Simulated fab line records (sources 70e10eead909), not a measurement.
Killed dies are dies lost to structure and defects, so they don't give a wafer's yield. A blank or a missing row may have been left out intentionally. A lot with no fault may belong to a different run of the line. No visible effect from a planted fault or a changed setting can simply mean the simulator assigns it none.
2 desks looking at one fault | flow nand-harc | each desk has only its own numbers; what lay behind them comes last

== METROLOGY DESK ==
What the gauges read, lot by lot, whatever tool the lot ran on: means of the sampled wafers that have a number. If a lot's mean is further than 4 standard deviations from the usual mean, the lot is out of limits and carries the mark OUT (the distance appears in the brackets).
Columns: A = thk-nm at NHARC_A_DECK1_JOINT_THK_MEAS_17, usual 45.0 nm
lot  | first seen here | A
L660 | day 12 22:29    | 44.7
L665 | day 14 20:41    | 45.3
L676 | day 19 01:16    | 42.2
L677 | day 19 13:01    | 44.3
L681 | day 21 02:33    | 46.3
L683 | day 21 11:30    | 44.5
This desk found nothing out of limits on any of the 6 lots.

== FOR THE TOOL OWNER'S DESK: pecvd-01 ==
The tool's own readings at NHARC_A_DECK1_JOINT_DEP_16 (deposits SiO2, target thk 45 nm): means of the sampled wafers that have a number, for each lot that ran on this tool. If a lot's mean is further than 4 standard deviations from the usual mean, the lot is out of limits and carries the mark OUT (the distance appears in the brackets).
Columns: A = heater-power-w at NHARC_A_DECK1_JOINT_DEP_16, usual 558 W; B = rf-fwd-power-W at NHARC_A_DECK1_JOINT_DEP_16, usual 896 W; C = throttle-valve-pct at NHARC_A_DECK1_JOINT_DEP_16, usual 16.3 %
lot  | first seen here | A   | B             | C
L660 | day 12 22:13    | 486 | 897           | 16.3
L665 | day 14 20:28    | 526 | 898           | 16.0
L676 | day 19 00:59    | 535 | 790 (-34) OUT | 16.0
L677 | day 19 12:38    | 583 | 789 (-34) OUT | 16.1
This desk's finding: out of limits on L676, L677; first on L676, day 19 00:59 (rf-fwd-power-W at NHARC_A_DECK1_JOINT_DEP_16). Within limits: L660, L665.

== PUT TOGETHER ==
The tool owner's desk could have raised an alarm at day 19 00:59, on L676, L677.
Nothing out of limits was seen by the metrology desk.
The metrology desk has L676, L677 on record, within its limits.
NHARC_A_DECK1_JOINT_DEP_16 was run on pecvd-01 by each of the lots named.

== WHAT THE SIMULATOR HAD INSERTED ==
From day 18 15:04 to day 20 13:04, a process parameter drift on pecvd-01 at NHARC_A_DECK1_JOINT_DEP_16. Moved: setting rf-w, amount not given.
Lots struck among those shown: L676, L677.
Delay in hours, fault start to first out-of-limits reading, by desk: the tool owner's desk at 10.
